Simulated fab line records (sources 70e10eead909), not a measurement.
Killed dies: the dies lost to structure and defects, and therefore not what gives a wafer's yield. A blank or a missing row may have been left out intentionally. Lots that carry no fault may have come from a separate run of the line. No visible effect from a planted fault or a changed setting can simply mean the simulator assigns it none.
Struck lot and sound lot, side by side    flow nandHarc    14 out of 1302 route steps
Sound: the wafers L249.3, L249.4, L249.6. The struck wafers were L258.2, L258.4, L258.6. The cause comes at the end.
For every step that has rows: the tool of each side, followed by ch and its chambers, followed by its first start. Under that, the readings that differ: sound wafers    struck wafers    difference of the means    sigmas: that difference in standard deviations of wafers without a fault.
alike: words and numbers the same on both sides, and readings whose means are apart by under 2 such deviations; not compared: readings that were withheld, readings missing a value for some wafer, numbers with overlapping values and no deviation given by the record, and bounds like >300 which may hide the same value.
The two part at a step that has a row with sigmas, a row that says differs or no value, or rows on one side only. Numbers that have no deviation but don't overlap get no sigmas and don't part them. A reading that every wafer of one side lacks parts them only if that side has two wafers or more.

first, 8 steps without rows for these wafers: NHARC_P_BONDPAD_HMDS_02 (time 30 s); NHARC_P_BONDPAD_COAT_36 (time 65 s); NHARC_P_BONDPAD_COAT_03 (resist thk 600 nm); NHARC_P_BONDPAD_SOFTBAKE_04 (time 70 s); NHARC_P_BONDPAD_EBR_05; NHARC_P_BONDPAD_EXPOSE_06 (exposes mask P BPAD); NHARC_P_BONDPAD_PEB_07 (peb time 80 s); NHARC_P_BONDPAD_DEVELOP_08 (time 50 s).
NHARC_P_BONDPAD_CD_MEAS_09: the cd target is 500 nm.
  sound on cdSem-03 ch 0, day 6 21:34; struck on cdSem-02 ch 0, day 11 00:10
  alike: cdNm
NHARC_P_BONDPAD_OVL_MEAS_38:
  sound: overlay-02 at day 6 21:40; struck: overlay-02 at day 11 00:15
reading          sound     struck    difference  sigmas
overlayXNm (nm)  -4 -4 -4  10 10 10  +14         +2
  alike: overlayYNm
then, 1 step without rows for these wafers: NHARC_P_BONDPAD_HARDBAKE_10 (time 65 s).
NHARC_P_BONDPAD_DESCUM_11: chemistry O2, time 3 s.
  sound on rieDiel-08 ch 0,1,3, day 6 21:47; struck on rieDiel-05 ch 0,1,3, day 11 00:22
  alike: chamberPressureMTorr, drypumpMotorCurrentA, oesProductAu, rfVppV, showerheadPlenumPTorr, throttleValvePct
  not compared: rfHoursCounterH
NHARC_P_BONDPAD_ETCH_37: etches the open film in N2/H2, target depth 60 nm, overetch 18 nm, time 65.91 s.
  sound on rieDiel-08 ch 0,2, day 6 21:52; struck on rieDiel-05 ch 0,3, day 11 00:28
  no value came back on the struck wafers for any of 7 readings (biasW (W), chamberPressureMTorr (mTorr) and others); on the sound wafers biasW (W) reads 149.6 150.0 149.4
  not compared: rfHoursCounterH
NHARC_P_BONDPAD_ETCH_12: etches the open film in CHF3/O2, target depth 200 nm, time 100 s.
  sound on rieDiel-08 ch 1,2; struck on rieDiel-05 ch 0,1,2, day 11 00:33
  alike: biasW, chamberPressureMTorr, drypumpMotorCurrentA, oesProductAu, rfVppV, showerheadPlenumPTorr, throttleValvePct
  not compared: rfHoursCounterH

## WHERE THEY PART
Earliest at NHARC_P_BONDPAD_OVL_MEAS_38; latest, in this record, at NHARC_P_BONDPAD_ETCH_37. Later steps at which nothing parts them and some readings are alike: NHARC_P_BONDPAD_ETCH_12.

WHY: what had been put in by the simulator
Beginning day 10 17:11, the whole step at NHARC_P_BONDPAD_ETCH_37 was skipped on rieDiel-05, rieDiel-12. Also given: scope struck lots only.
